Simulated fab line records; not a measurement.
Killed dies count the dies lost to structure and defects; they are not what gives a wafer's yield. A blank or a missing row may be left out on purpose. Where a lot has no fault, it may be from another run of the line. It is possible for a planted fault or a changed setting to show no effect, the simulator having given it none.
Matching of chambers    flow n5_finfet    N5_BEOL_M7_ETCH_66 on rie_diel-04 has 4 sister chambers
The step etches SOC in N2/H2, target depth 80 nm, overetch 16 nm, time 120 s. 18 wafers are shown with their chamber, then 9 later ones without.

== WAFERS, EACH WITH ITS CHAMBER ==
wafer   chamber  drypump_motor_current_A (A)  showerhead_plenum_p_Torr (Torr)  oes_product_au (a.u.)
L079.2  3        5.4                          2.55                             0.60
L079.4  0        6.3                          2.50                             0.69
L079.6  3        5.4                          2.55                             0.60
L080.1  0        6.3                          2.50                             0.70
L080.4  2        5.6                          2.45                             0.61
L080.5  1        5.6                          2.62                             0.52
L078.4  3        5.5                          2.55                             0.59
L078.5  1        5.6                          2.62                             0.51
L078.6  2        5.6                          2.45                             0.61
L082.1  3        5.4                          2.55                             0.59
L082.3  2        5.6                          2.45                             0.61
L082.5  1        5.6                          2.61                             0.51
L085.1  2        5.6                          2.45                             0.60
L085.2  3        5.5                          2.54                             0.59
L085.3  1        5.6                          2.61                             0.51
L086.3  2        5.6                          2.45                             0.61
L086.4  3        5.5                          2.54                             0.59
L086.5  1        5.6                          2.61                             0.52

SIGNATURES (averages over the wafers above)
reading                   chamber 0  chamber 1  chamber 2  chamber 3  scatter within a chamber
drypump_motor_current_A   6.300      5.600      5.600      5.450      0.0327
showerhead_plenum_p_Torr  2.5000     2.6140     2.4500     2.5467     0.00425
oes_product_au            0.6950     0.5140     0.6080     0.5933     0.00523
Rule: for a wafer and a chamber, the distance is found by dividing, reading by reading, the gap between the wafer's reading and the chamber's mean by the reading's scatter, squaring, summing and taking the root. If the next closest chamber is less than 2 further off than the closest, the wafer can't be placed; otherwise it belongs to the closest. The scatter: take each reading less its chamber's mean, square it, sum over the shown wafers, divide by the number of wafers less the number of chambers, and take the root.

== WAFERS WHOSE CHAMBER IS MISSING ==
wafer   drypump_motor_current_A (A)  showerhead_plenum_p_Torr (Torr)  oes_product_au (a.u.)
L090.1  5.6                          2.61                             0.51
L090.2  5.6                          2.45                             0.60
L090.6  5.6                          2.45                             0.59
L094.1  6.3                          2.49                             0.66
L094.5  6.3                          2.49                             0.65
L094.6  5.4                          2.54                             0.58
L096.1  6.3                          2.48                             0.65
L096.2  5.5                          2.53                             0.57
L096.3  5.6                          2.44                             0.59

== EACH ONE'S CHAMBER ==
wafer   from the rows above  in truth
L090.1  1                    1
L090.2  2                    2
L090.6  2                    2
L094.1  0                    0
L094.5  0                    0
L094.6  3                    3
L096.1  0                    0
L096.2  3                    3
L096.3  2                    2
Correct placement for 9 of the 9. Number that these rows cannot place: 0. Number placed wrongly: 0.
